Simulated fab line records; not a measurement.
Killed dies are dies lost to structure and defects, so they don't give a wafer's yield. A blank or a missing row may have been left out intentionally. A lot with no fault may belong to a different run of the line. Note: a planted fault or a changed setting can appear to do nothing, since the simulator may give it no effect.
Chamber matching -- flow nand_harc -- NHARC_A_CONTACT_ETCH_110 on rie_diel-02: 4 sister chambers
The step etches the open film in CF4/O2, target depth 60 nm, overetch 6 nm, time 33 s. 19 wafers are shown with their chamber, then 9 later ones without.

## EACH WAFER AND ITS CHAMBER
wafer,chamber,showerhead_plenum_p_Torr (Torr),drypump_motor_current_A (A),throttle_valve_pct (%)
L696.3,1,1.29,6.2,13.398
L696.5,2,1.28,5.4,13.409
L696.6,3,1.29,5.8,13.387
L697.2,3,1.29,5.9,13.408
L697.4,1,1.29,6.2,13.403
L697.5,0,1.24,5.7,13.401
L698.3,3,1.29,5.8,13.391
L698.4,0,1.24,5.7,13.396
L698.5,0,1.24,5.7,13.417
L704.1,1,1.29,6.2,13.400
L704.2,2,1.27,5.5,13.394
L704.6,2,1.28,5.5,13.386
L705.1,1,1.29,6.2,13.390
L705.2,3,1.29,5.8,13.401
L705.4,0,1.24,5.7,13.412
L710.4,2,1.27,5.4,13.382
L710.6,1,1.29,6.2,13.400
L711.4,1,1.29,6.2,13.385
L711.6,2,1.27,5.4,13.396

SIGNATURES (averages over the wafers above)
reading,chamber 0,chamber 1,chamber 2,chamber 3,scatter within a chamber
showerhead_plenum_p_Torr,1.2400,1.2900,1.2740,1.2900,0.00283
drypump_motor_current_A,5.700,6.200,5.440,5.825,0.0361
throttle_valve_pct,13.40650,13.39600,13.39340,13.39675,0.00906
Rule: a wafer's distance from a chamber is the root of the sum, over the readings, of the square of ((its reading less the chamber's mean) divided by the reading's scatter). The wafer belongs to the nearest chamber; if the next one is less than 2 further off, it can't be placed. The scatter: take each reading less its chamber's mean, square it, sum over the shown wafers, divide by the number of wafers less the number of chambers, and take the root.

## WAFERS MISSING THEIR CHAMBER
wafer,showerhead_plenum_p_Torr (Torr),drypump_motor_current_A (A),throttle_valve_pct (%)
L717.1,1.27,5.4,13.392
L717.2,1.28,6.2,13.402
L717.4,1.23,5.7,13.383
L716.2,1.23,5.7,13.396
L716.4,1.29,5.8,13.409
L716.5,1.29,5.8,13.395
L718.1,1.23,5.7,13.404
L718.2,1.27,5.4,13.403
L718.3,1.28,6.2,13.395

## THE CHAMBER EACH PASSED THROUGH
wafer,from the rows above,in truth
L717.1,2,2
L717.2,1,1
L717.4,0,0
L716.2,0,0
L716.4,3,3
L716.5,3,3
L718.1,0,0
L718.2,2,2
L718.3,1,1
9 of 9 placed correctly. Number that these rows cannot place: 0. Wrongly placed: 0.
